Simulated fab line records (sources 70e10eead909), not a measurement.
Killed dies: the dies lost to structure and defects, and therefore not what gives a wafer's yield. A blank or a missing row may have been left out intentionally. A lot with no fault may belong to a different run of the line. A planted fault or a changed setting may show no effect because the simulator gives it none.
8D (eight disciplines) problem report, filled in by code :: flow nand_harc :: the parts of the form that need people (team, actions taken, sign-off) are left out

1. THE PROBLEM
Mean of killed_at_array at NHARC_END_SORT_01: 577 across 3 wafers in 2 lots; on wafers with no fault it is 29 (standard deviation 8.4). Measured from the usual mean, that is +65 standard deviations.
Earliest sighting: wafer L675.1 on prober-01 at day 23 14:29. The record has a number at this step for 14 wafers belonging to 5 lots. Rule for "out" (also "out of limits"): further than 4 standard deviations from the usual mean. All remaining wafers that have a number are taken as sound.

2. WHAT IT IS, WHAT IT ISN'T
question: which readings at this step
is: killed_at_array, killed_dies
is not: killed_at_other, killed_at_periphery, killed_open

question: which lots
is: L675, L677
is not: L661, L663, L665

question: which wafers of those lots
is: L675.1, L677.1, L677.2
is not: L675.3, L675.6

question: read on which gauges
is: prober-01, prober-02
is not: -

question: when
is: from day 23 14:29
is not: up to then (9 sound wafers); but 2 sound wafers of L675 came after

3. THE SUSPECTS, EACH WITH WHAT RULES IT OUT
Counting: any tool at a process step up to the reading remains a suspect provided it ran every lot that is out. Sound lots after the first of them don't rule it out here, since some wafers of a struck lot are sound.
- the gauge at NHARC_END_SORT_01 is ruled out. Those wafers that are out were read across 2 gauges (prober-01, prober-02).
- cmp-03 at NHARC_A_STAIRCASE_CMP_152 (polishes): kept. It ran every lot that is out, first L677 (day 17 21:50).
- rie_diel-05 at NHARC_A_SGD_CUT_ETCH_58 (etches the open film in CF4, target depth 39 nm, time 65 s): kept. Every lot that is out went through it, the first being L677 (day 18 00:40); the last sound lot it ran before that was L663 (day 14 21:44). Out on those wafers are its own readings of oes_product_au.
After counting, cmp-03 at NHARC_A_STAIRCASE_CMP_152 and rie_diel-05 at NHARC_A_SGD_CUT_ETCH_58 remain.

4. THE CAUSE (what the simulator had put in)
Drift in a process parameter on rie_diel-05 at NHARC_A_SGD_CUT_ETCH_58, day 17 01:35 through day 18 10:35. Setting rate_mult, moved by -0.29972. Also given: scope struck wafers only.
Counting leaves 2 suspects; this tool is one of them.

5. THE CHAIN OF EFFECTS, in route order
Each row: a reading whose mean over the struck wafers that have a number lies more than 3 standard deviations from the usual. Scope: only readings with a usual standard deviation given in the record; hours: median across lots of the time from each lot's start at the first step in this table that gives one to its start at this step; sigmas: change in usual standard deviations.
hours: 0
step: NHARC_A_SGD_CUT_ETCH_58
reading: oes_product_au
usual: 0.997 a.u.
on struck wafers: 0.800
change: -0.197
sigmas: -16

hours: 137
step: NHARC_END_SORT_01
reading: killed_at_array
usual: 29
on struck wafers: 577
change: +548
sigmas: +65

hours: 137
step: NHARC_END_SORT_01
reading: killed_dies
usual: 33
on struck wafers: 581
change: +548
sigmas: +61
Here are the process steps it includes:
- NHARC_A_SGD_CUT_ETCH_58: etches the open film in CF4, target depth 39 nm, time 65 s.

6. WHAT WOULD HAVE CAUGHT IT SOONER
Counted from the fault's start at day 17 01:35, it took 157 hours until the first out-of-limits reading at a measuring or inspecting step in this record, taken at day 23 14:29.
At NHARC_A_SGD_CUT_ETCH_58, the tool's own readings (oes_product_au) were out on each struck wafer the step has a row for, so an alarm limit on them would have fired on the first such wafer.
The start of NHARC_A_SGD_CUT_ETCH_58 on rie_diel-05 came by day 23 14:29 for every one of the lots that are out (2). Holding the tool at that point would not have protected any of them.
